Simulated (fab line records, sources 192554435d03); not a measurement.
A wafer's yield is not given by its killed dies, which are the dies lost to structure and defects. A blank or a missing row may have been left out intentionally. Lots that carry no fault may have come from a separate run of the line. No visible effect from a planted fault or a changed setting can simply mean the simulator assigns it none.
A struck lot beside a sound one || flow n5 finfet || 29 out of 1938 route steps
Sound: these wafers, L820.2, L820.4, L820.5. Wafers struck: L814.1, L814.2, L814.5. Last of all comes the cause.
Per side, at each step with rows, come the tool, then ch with its chambers, and then its first start. Under that, the readings that differ: sound wafers || struck wafers || difference of the means || sigmas: that difference in standard deviations of wafers without a fault.
alike: a reading whose means differ by less than 2 such deviations, as well as words and numbers matching on both sides. not compared: withheld readings; readings where some wafer has no value; bounds like >300 that might hide an equal value; numbers whose values overlap and for which the record gives no deviation.
A row with sigmas, a row that says differs or no value, or rows on one side alone: a step with any of these is where the two part. Numbers that don't overlap but have no deviation are shown without sigmas and don't part them. A reading that every wafer of one side lacks parts them only if that side has two wafers or more.

first, 9 steps without rows for these wafers: N5_SD_EPI_P_EXPOSE_06 (exposes mask SD P BLK, target cd 240 nm); N5_SD_EPI_P_PEB_07 (peb time 60 s); N5_SD_EPI_P_DEVELOP_08 (develop time 30 s); N5_SD_EPI_P_DESCUM_14 (chemistry O2, time 7.9 s); N5_SD_EPI_P_ETCH_36 (etches SiARC in CF4, target depth 45.5 nm, time 75.8 s); N5_SD_EPI_P_ETCH_37 (etches SOC in N2/H2, overetch 108 nm, time 486 s); N5_SD_EPI_P_STRIP_38 (strips in N2/H2); N5_SD_EPI_P_ETCHBACK_46 (etches SiNx in CH3F/O2, stops on SiO2, target depth 17.5 nm); N5_SD_EPI_P_ETCH_47 (etches SiOCN in CH3F/O2, target depth 25 nm).
N5_SD_EPI_P_ETCH_16: etches SiO2 in CHF3/O2, target depth 5 nm.
  sound on rie diel-02 ch 0,2,3, day 9 06:31; struck on rie diel-01 ch 2,3, day 7 08:35
  alike: O2_flow_sccm, drypump motor current A, oes product au, rf vpp V, showerhead plenum p Torr, throttle valve pct
  not compared: rf hours counter h
then, 15 steps without rows for these wafers: N5_SD_EPI_P_STRIP_50 (strips in CHF3/O2); N5_SD_EPI_P_SD_RECESS_17 (chemistry HBr/Cl2/O2, target depth 39.1 nm, bt time 3 s); N5_SD_EPI_P_WET_ETCH_45 (etches SiO2 in dHF, time 10.7 s, target depth 2 nm, rinse time 30 s); N5_SD_EPI_P_STRIP_40 (strips in N2/H2); N5_SD_EPI_P_PRECLEAN_52 (cleans in O3/DIW, time 60 s); N5_SD_EPI_P_SRD_20 (time 30 s); N5_SD_EPI_P_PRECLEAN_51 (cleans in NF3:NH3, afs cycles 1, time 20 s, sublimation time 60 s); N5_SD_EPI_P_VAPOR_ETCH_44 (etches SiGe30 in NF3/Ar, time 3.3 s); N5_SD_EPI_P_EPI_21 (deposits SiGe:B, time 355 s); N5_SD_EPI_P_HM_STRIP_48 (strips SiNx in H3PO4, material SiNx, target depth 3 nm); N5_SD_EPI_P_SRD_49 (time 30 s); N5_SD_EPI_P_PRECLEAN_24 (cleans in O3/DIW, time 45 s); N5_SD_EPI_P_PRECLEAN_32 (cleans in dHF, time 10 s); N5_SD_EPI_P_PRECLEAN_33 (cleans in SC2, time 45 s); N5_SD_EPI_P_SRD_25 (time 30 s).
N5_SD_EPI_P_INSPECT_26: inspects for defects (darkfield).
  sound: defect inspect-01 at day 9 10:29; struck: defect inspect-02 at day 7 15:09
{"reading": "raw defect count", "sound": "170 113 172", "struck": "713 697 697", "difference": "+551", "sigmas": "+13"}
then, 1 step without rows for these wafers: N5_SD_ACTIVATION_RTA_00 (time 0 s).
-- here the record skips 5 days between the struck wafers' starts before and after, leaving off in module SD_ACTIVATION and picking up in module BEOL_M4 (first step shown: number 1111 of the route) --
N5_BEOL_M4_RC_MEAS_101:
  sound on prober-01 ch 0, day 14 20:31; struck on prober-02 ch 0, day 12 06:56
{"reading": "ION_N (uA/um)", "sound": "669 672 669", "struck": "693 688 710", "difference": "+27", "sigmas": "+2"}
{"reading": "ION_P (uA/um)", "sound": "468 469 464", "struck": "477 483 488", "difference": "+16", "sigmas": "+2"}
{"reading": "SS_P (mV/dec)", "sound": "73.0 72.8 72.6", "struck": "73.7 73.5 75.3", "difference": "+1.4", "sigmas": "+2"}
  alike: DIBL_N, DIBL_P, IOFF_N, IOFF_P, SS_N, VT_N, VT_P
-- the record jumps here: 5 days lie between the struck wafers' starts before and after (it left off in module BEOL_M4 and takes up again in module PASSIVATION, whose first step shown is number 1936 of the route) --
N5_PASSIVATION_PROBE_49:
  the record has rows for the struck wafers here (prober-01, day 17 03:41) and none for the sound ones

== WHERE THEY PART ==
At N5_SD_EPI_P_INSPECT_26 first; at N5_PASSIVATION_PROBE_49 last (within this record only).

WHY: what the simulator had put in
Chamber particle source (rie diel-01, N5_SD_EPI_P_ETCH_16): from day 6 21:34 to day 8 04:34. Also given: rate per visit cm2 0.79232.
